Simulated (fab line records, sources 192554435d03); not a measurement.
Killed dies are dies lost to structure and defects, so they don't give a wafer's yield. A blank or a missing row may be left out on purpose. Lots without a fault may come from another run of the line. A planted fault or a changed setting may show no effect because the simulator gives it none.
Chamber matching | flow n5_finfet | N5_BEOL_M0_SAQP_MANDREL_ETCH_20 on rie_si-02: 4 sister chambers
The step etches a-Si in HBr/Cl2, stops on SiNx, target depth 60 nm, bt time 10 s, time 30 s. 4 wafers are shown with their chamber, then 9 later ones without.

WAFERS WITH THEIR CHAMBER
wafer  | chamber | drypump_motor_current_A (A)
L080.3 | 3       | 6.00
L089.1 | 2       | 5.94
L089.3 | 0       | 5.24
L089.4 | 1       | 5.53

WAFERS WITHOUT THEIR CHAMBER
wafer  | drypump_motor_current_A (A)
L092.2 | 5.22
L092.3 | 5.93
L092.6 | 5.51
L094.1 | 5.24
L094.2 | 6.00
L094.6 | 5.22
L095.2 | 5.96
L095.3 | 5.25
L095.5 | 5.53

WHICH CHAMBER EACH WENT THROUGH
wafer  | from the rows above     | in truth
L092.2 | 0                       | 0
L092.3 | 2                       | 2
L092.6 | 1                       | 1
L094.1 | 0                       | 0
L094.2 | 3                       | 3
L094.6 | 0                       | 0
L095.2 | can't be placed: 2 or 3 | 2
L095.3 | 0                       | 0
L095.5 | 1                       | 1
Placed correctly: 8 of 9. Can't be placed from these rows: 1 (the true chamber is among the candidates in 1). Placed wrongly: 0.
How it was worked out, from the rows above alone: a wafer's distance from a chamber is the root of the sum, over the readings, of the square of ((its reading less the chamber's mean) divided by the reading's scatter). The wafer belongs to the nearest chamber; if the next one is less than 2 further off, it can't be placed. A chamber's mean is the mean of its shown wafers. The scatter: with one shown wafer a chamber, the root of the mean of the squares of how far each hidden wafer lies from its nearest shown one.
